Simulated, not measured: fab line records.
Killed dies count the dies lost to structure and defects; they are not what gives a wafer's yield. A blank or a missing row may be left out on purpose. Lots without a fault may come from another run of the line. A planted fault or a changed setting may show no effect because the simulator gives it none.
A struck lot beside a sound one | flow n5-finfet | 36 steps out of a route of 1938
Sound: wafers L925.2, L925.3, L925.6. Struck: wafers L919.1, L919.3 (left out: L919.2, a lot-mate that was not struck); the cause follows at the end.
Each step with rows lists, per side, the tool, then ch with its chambers, then its first start. Under that, the readings that differ: sound wafers | struck wafers | difference of the means | sigmas: that difference in standard deviations of wafers without a fault.
alike: same words and numbers on both sides, and readings whose means sit less than 2 such deviations apart. not compared: any withheld reading, any reading some wafer has no value for, any bound like >300 that may hide the same value, and any number with overlapping values for which the record gives no deviation.
Wherever a step has rows on one side only, a row that says differs or no value, or a row with sigmas, the two part there. Non-overlapping numbers with no deviation appear without sigmas and do not part them. A reading that every wafer of one side lacks parts them only if that side has two wafers or more.

first, 9 steps without rows for these wafers: N5_SD_EPI_P_COAT_35 (time 60 s, resist thk 35 nm); N5_SD_EPI_P_COAT_03 (resist thk 150 nm); N5_SD_EPI_P_EBR_05; N5_SD_EPI_P_SOFTBAKE_04 (time 60 s); N5_SD_EPI_P_EXPOSE_06 (exposes mask SD P BLK, target cd 240 nm); N5_SD_EPI_P_PEB_07 (peb time 60 s); N5_SD_EPI_P_DEVELOP_08 (develop time 30 s); N5_SD_EPI_P_DESCUM_14 (chemistry O2, time 7.9 s); N5_SD_EPI_P_ETCH_36 (etches SiARC in CF4, target depth 45.5 nm, time 75.8 s).
N5_SD_EPI_P_ETCH_37: etches SOC in N2/H2, overetch 108 nm, time 486 s.
  sound on rie-diel-01 ch 0,3, day 6 16:50; struck on rie-diel-06 ch 0,3, day 5 10:01
  reading                                     | sound           | struck      | difference | sigmas
  model.SD_EPI_P.cd-nm (nm)                   | 238.8 240 239.4 | 235.8 235.4 | -3.8       |
  model.SiARC_of_SD_EPI_P_COAT_35.thk-nm (nm) | 19 19.2 19.4    | 24.6 24.6   | +5.4       |
  alike: drypump-motor-current-A, n2-flow-sccm, oes-product-au, rf-vpp-V, showerhead-plenum-p-Torr, throttle-valve-pct
  not compared: rf-hours-counter-h
then, 1 step without rows for these wafers: N5_SD_EPI_P_STRIP_38 (strips in N2/H2).
N5_SD_EPI_P_ETCHBACK_46: etches SiNx in CH3F/O2, stops on SiO2, target depth 17.5 nm.
  sound on rie-diel-01 ch 0,3, day 6 17:09; struck on rie-diel-06 ch 0,3, day 5 10:20
  reading               | sound          | struck    | difference | sigmas
  oes-product-au (a.u.) | 0.64 0.82 0.83 | 0.28 0.34 | -0.45      | -6
  alike: drypump-motor-current-A, oes_f_703_au, rf-vpp-V, showerhead-plenum-p-Torr, throttle-valve-pct
  not compared: rf-hours-counter-h
then, 1 step without rows for these wafers: N5_SD_EPI_P_ETCH_47 (etches SiOCN in CH3F/O2, target depth 25 nm).
N5_SD_EPI_P_ETCH_16: etches SiO2 in CHF3/O2, target depth 5 nm.
  sound on rie-diel-01 ch 0,3, day 6 17:21; struck on rie-diel-06 ch 0,3, day 5 10:32
  reading                                     | sound          | struck    | difference | sigmas
  model.SiARC_of_SD_EPI_P_COAT_35.thk-nm (nm) | 10.8 11.2 11.2 | 16.2 16.6 | +5.3       |
  alike: drypump-motor-current-A, oes_f_703_au, oes-product-au, rf-vpp-V, showerhead-plenum-p-Torr, throttle-valve-pct
  not compared: rf-hours-counter-h
then, 1 step without rows for these wafers: N5_SD_EPI_P_STRIP_50 (strips in CHF3/O2).
N5_SD_EPI_P_SD_RECESS_17: chemistry HBr/Cl2/O2, target depth 39.1 nm, bt time 3 s.
  sound on rie-si-02 ch 1,3, day 6 17:25; struck on rie-si-02 ch 2,3, day 5 10:37
  reading                   | sound         | struck    | difference | sigmas
  model.SD_EPI_P.cd-nm (nm) | 239 240 239.2 | 236 235.6 | -4         |
  alike: drypump-motor-current-A, oes-product-au, throttle-valve-pct
  not compared: rf-hours-counter-h
then, 18 steps without rows for these wafers: N5_SD_EPI_P_WET_ETCH_45 (etches SiO2 in dHF, time 10.7 s, target depth 2 nm, rinse time 30 s); N5_SD_EPI_P_STRIP_40 (strips in N2/H2); N5_SD_EPI_P_PRECLEAN_52 (cleans in O3/DIW, time 60 s); N5_SD_EPI_P_SRD_20 (time 30 s); N5_SD_EPI_P_PRECLEAN_51 (cleans in NF3:NH3, afs cycles 1, time 20 s, sublimation time 60 s); N5_SD_EPI_P_VAPOR_ETCH_44 (etches SiGe30 in NF3/Ar, time 3.3 s); N5_SD_EPI_P_EPI_21 (deposits SiGe:B, time 355 s); N5_SD_EPI_P_HM_STRIP_48 (strips SiNx in H3PO4, material SiNx, target depth 3 nm); N5_SD_EPI_P_SRD_49 (time 30 s); N5_SD_EPI_P_PRECLEAN_24 (cleans in O3/DIW, time 45 s); N5_SD_EPI_P_PRECLEAN_32 (cleans in dHF, time 10 s); N5_SD_EPI_P_PRECLEAN_33 (cleans in SC2, time 45 s); N5_SD_EPI_P_SRD_25 (time 30 s); N5_SD_ACTIVATION_RTA_00 (time 0 s); N5_SD_ACTIVATION_LSA_01 (time 0.0008 s); N5_ILD0_LINER_00 (material SiNx, target thk 4 nm, pulse time 1 s, purge time 2 s); N5_ILD0_FCVD_FILL_01 (material SiO2 flowable, target thk 200 nm, time 328.3 s); N5_ILD0_CURE_02 (time 1800 s).
N5_BEOL_M4_RC_MEAS_101:
  the record has rows for the sound wafers here (prober-02 ch 0, day 11 20:01) and none for the struck ones
-- a jump in the record: the struck wafers' starts before and after are 9 days apart (it breaks off in module BEOL_M4 and resumes in module PASSIVATION, where the first step shown is number 1936 of the route) --
N5_PASSIVATION_PROBE_49:
  sound: prober-02 at day 15 23:31; struck: prober-02 at day 14 02:22
  reading                  | sound | struck    | difference | sigmas
  defect-limited-yield (%) | 91.5  | 0 0       | -92        | -61
  killed-at-front-end      | 30    | 1117 1129 | +1093      | +91
  killed-dies              | 100   | 1180 1180 | +1080      | +64
  killed-on-rim            | 13    | 152 152   | +139       | +32
  sort_bin_5_function (%)  | 5.0   | 96.3 96.8 | +91.5      | +97
  sort-n-pass              | 1080  | 0 0       | -1080      | -64
  sort-yield-pct (%)       | 91.5  | 0 0       | -92        | -61
  alike: killed_at_M0_to_M3, killed_at_M4_up, killed-at-contacts, killed-at-other, killed-open, killed-short, sort_bin_6_memory

## WHERE THEY PART
Last at N5_PASSIVATION_PROBE_49 as far as this record goes, first at N5_SD_EPI_P_ETCHBACK_46.

WHY: what had been put in by the simulator
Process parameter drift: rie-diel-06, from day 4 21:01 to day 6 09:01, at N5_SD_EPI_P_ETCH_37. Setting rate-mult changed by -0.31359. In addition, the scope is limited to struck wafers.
